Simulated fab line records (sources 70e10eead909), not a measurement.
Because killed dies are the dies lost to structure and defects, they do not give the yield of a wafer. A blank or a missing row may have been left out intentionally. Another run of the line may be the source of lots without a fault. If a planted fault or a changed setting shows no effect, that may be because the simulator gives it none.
Comparing a struck lot with a sound one ; flow nandHarc ; 39 steps out of a route of 1302
Sound: wafers L911.1, L911.3, L911.5. The struck wafers were L922.1, L922.3, L922.6. Last of all comes the cause.
At each step with rows: each side's tool, then ch and its chambers, then its first start. Under that, the readings that differ: sound wafers ; struck wafers ; difference of the means ; sigmas: that difference in standard deviations of wafers without a fault.
alike: same words and numbers on both sides, and readings whose means sit less than 2 such deviations apart. not compared: any withheld reading, any reading some wafer has no value for, any bound like >300 that may hide the same value, and any number with overlapping values for which the record gives no deviation.
A row with sigmas, a row that says differs or no value, or rows on one side alone: a step with any of these is where the two part. Non-overlapping numbers with no deviation appear without sigmas and do not part them. A reading that every wafer of one side lacks parts them only if that side has two wafers or more.

first, 1 step without rows for these wafers: NHARC_A_CHANNEL_HOLE_D2_SRD_30.
NHARC_A_CHANNEL_HOLE_D2_CD_MEAS_31:
  sound on cdSem-01, day 14 14:19; struck on cdSem-03, day 19 14:34
  alike: cdNm
next, for these wafers, 1 step has no rows: NHARC_A_CHANNEL_HOLE_D2_XSEM_32.
NHARC_A_CHANNEL_HOLE_D2_INSPECT_40:
  sound on defectInspect-01, day 14 14:30; struck on defectInspect-01, day 19 14:46
  alike: rawDefectCount
then, 2 steps without rows for these wafers: NHARC_A_CHANNEL_FILL_D2_PRECLEAN_00 (cleans in SC1); NHARC_A_CHANNEL_FILL_D2_SRD_01.
NHARC_A_CHANNEL_FILL_D2_ALD_02: deposits SiO2, target thk 6 nm, pulse time 10 s, ald cycles 60.
  sound on aldHk-04 ch 0,2, day 14 15:04; struck on aldHk-01 ch 0,2,3, day 19 16:42
  alike: heaterPowerW, precursorPulseHeightRel
then, 1 step without rows for these wafers: NHARC_A_CHANNEL_FILL_D2_ALD_03 (deposits SiNx, target thk 6 nm, pulse time 60 s, ald cycles 58).
NHARC_A_CHANNEL_FILL_D2_ALD_14: deposits SiO2, target thk 2.5 nm, pulse time 10 s, ald cycles 25.
  sound on aldHk-01 ch 0,2,3, day 14 21:34; struck on aldHk-02 ch 0,2,3, day 19 23:37
  alike: heaterPowerW, precursorPulseHeightRel
NHARC_A_CHANNEL_FILL_D2_ALD_15: deposits SiNx, target thk 2 nm, pulse time 60 s, ald cycles 19.
  sound on aldSinBatch-02 ch 0; struck on aldSinBatch-03 ch 0, day 20 02:57
  alike: precursorPulseHeightRel
then, 2 steps without rows for these wafers: NHARC_A_CHANNEL_FILL_D2_ALD_16 (deposits SiO2, target thk 1.5 nm, pulse time 10 s, ald cycles 15); NHARC_A_CHANNEL_FILL_D2_ANNEAL_17 (time 1800 s).
NHARC_A_CHANNEL_FILL_D2_CVD_18: deposits poly-Si, target thk 3 nm.
  sound on lpcvdPoly-04 ch 0, day 15 12:28; struck on lpcvdPoly-04 ch 0, day 20 16:01
then, 8 steps without rows for these wafers: NHARC_A_CHANNEL_FILL_D2_ETCHBACK_19 (etches the open film in HBr/Cl2, target depth 5 nm, time 1.7 s); NHARC_A_CHANNEL_FILL_D2_ETCHBACK_20 (etches the open film in C4F8/O2/Ar, target depth 27 nm, time 13.5 s); NHARC_A_CHANNEL_FILL_D2_STRIP_28 (strips in O2, time 20 s); NHARC_A_CHANNEL_FILL_D2_PRECLEAN_21 (cleans in dHF, time 30 s); NHARC_A_CHANNEL_FILL_D2_SRD_23; NHARC_A_CHANNEL_FILL_D2_CVD_05 (deposits poly-Si, target thk 5 nm); NHARC_A_CHANNEL_FILL_D2_ANNEAL_22 (time 7200 s); NHARC_A_CHANNEL_FILL_D2_ALD_25 (deposits SiOx, target thk 60 nm, pulse time 10 s, ald cycles 600).
NHARC_A_CHANNEL_FILL_D2_ETCHBACK_08: etches the open film in C4F8, target depth 220 nm, time 110 s.
  sound on rieDiel-07 ch 0,1; struck on rieDiel-07 ch 0,2,3
  alike: oesProductAu, rfVppV
  not compared: rfHoursCounterH
NHARC_A_CHANNEL_FILL_D2_STRIP_29: strips in O2, time 20 s.
  sound on rieDiel-07 ch 0,1,2, day 16 10:54; struck on rieDiel-07 ch 0,2,3
  alike: drypumpMotorCurrentA, oesProductAu, rfVppV, showerheadPlenumPTorr, throttleValvePct
  not compared: rfHoursCounterH
then, 15 steps without rows for these wafers: NHARC_A_CHANNEL_FILL_D2_PRECLEAN_30 (cleans in dHF, time 30 s); NHARC_A_CHANNEL_FILL_D2_SRD_31; NHARC_A_CHANNEL_FILL_D2_CVD_09 (deposits poly-Si, target thk 150 nm, time 3000 s); NHARC_A_CHANNEL_FILL_D2_CMP_10 (polishes, target thk 150 nm); NHARC_A_CHANNEL_FILL_D2_SRD_12; NHARC_A_CHANNEL_FILL_D2_RTA_24 (time 5 s); NHARC_A_STAIRCASE_DEP_156 (deposits SiNx, target thk 50 nm); NHARC_A_STAIRCASE_DEHYDRATE_158 (time 120 s); NHARC_A_STAIRCASE_HMDS_159 (time 30 s); NHARC_A_STAIRCASE_COAT_160; NHARC_A_STAIRCASE_SOFTBAKE_161 (time 170 s); NHARC_A_STAIRCASE_EBR_162; NHARC_A_STAIRCASE_EXPOSE_163 (exposes mask STAIR OPEN); NHARC_A_STAIRCASE_PEB_164 (peb time 130 s); NHARC_A_STAIRCASE_DEVELOP_165 (time 140 s).
-- record jumps: 10 days between struck wafers' starts before vs after; left off in module A_STAIRCASE, resumes in module END, first step shown is number 1302 of the route --
NHARC_END_SORT_01:
  at this point the record logs the struck wafers (prober-02 ch 0, day 30 12:40) and has no rows for the sound ones

## WHERE THEY PART
Within this record, at NHARC_END_SORT_01 only.

WHY: what had been put in by the simulator
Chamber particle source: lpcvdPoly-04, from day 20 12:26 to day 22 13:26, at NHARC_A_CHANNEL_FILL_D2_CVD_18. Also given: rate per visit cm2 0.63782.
